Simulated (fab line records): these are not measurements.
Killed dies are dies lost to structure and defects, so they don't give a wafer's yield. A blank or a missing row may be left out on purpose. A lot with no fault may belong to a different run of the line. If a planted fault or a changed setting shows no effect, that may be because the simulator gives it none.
Matching of chambers -- flow n5-finfet -- N5_ILD0_CMP_07 on cmp-02 has 4 sister chambers
The step polishes SiO2 flowable, stops on poly-Si, t overpolish 1.18 s, target thk 138.88 nm. 4 wafers are shown with their chamber, then 12 later ones without.

WAFERS WITH THEIR CHAMBER
wafer,chamber,motor-current-A (A)
L088.3,2,12.0
L088.4,1,12.6
L089.1,0,11.9
L089.6,3,14.2

WAFERS WITHOUT THEIR CHAMBER
wafer,motor-current-A (A)
L092.1,12.1
L092.2,13.6
L092.3,13.4
L095.1,13.7
L095.2,11.9
L095.3,12.4
L095.4,13.2
L095.5,11.4
L095.6,13.1
L097.3,11.4
L097.4,13.7
L097.5,13.3

WHICH CHAMBER EACH WENT THROUGH
wafer,from the rows above,in truth
L092.1,can't be placed: 2 or 0 or 1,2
L092.2,can't be placed: 3 or 1 or 2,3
L092.3,can't be placed: 3 or 1 or 2 or 0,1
L095.1,can't be placed: 3 or 1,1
L095.2,can't be placed: 0 or 2 or 1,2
L095.3,can't be placed: 1 or 2 or 0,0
L095.4,can't be placed: 1 or 3 or 2 or 0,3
L095.5,can't be placed: 0 or 2 or 1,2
L095.6,can't be placed: 1 or 2 or 3 or 0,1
L097.3,can't be placed: 0 or 2 or 1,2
L097.4,can't be placed: 3 or 1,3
L097.5,can't be placed: 1 or 3 or 2 or 0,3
0 of 12 placed correctly. Not placeable from these rows: 12 (in 12, the candidates include the true chamber). Placed wrongly: 0.
How it was worked out, from the rows above alone: a wafer's distance from a chamber is the root of the sum, over the readings, of the square of ((its reading less the chamber's mean) divided by the reading's scatter). The wafer belongs to the nearest chamber; if the next one is less than 2 further off, it can't be placed. The mean given for a chamber averages the wafers shown for that chamber. The scatter: root of mean squared gap, hidden wafer to nearest shown wafer, with one shown wafer a chamber.
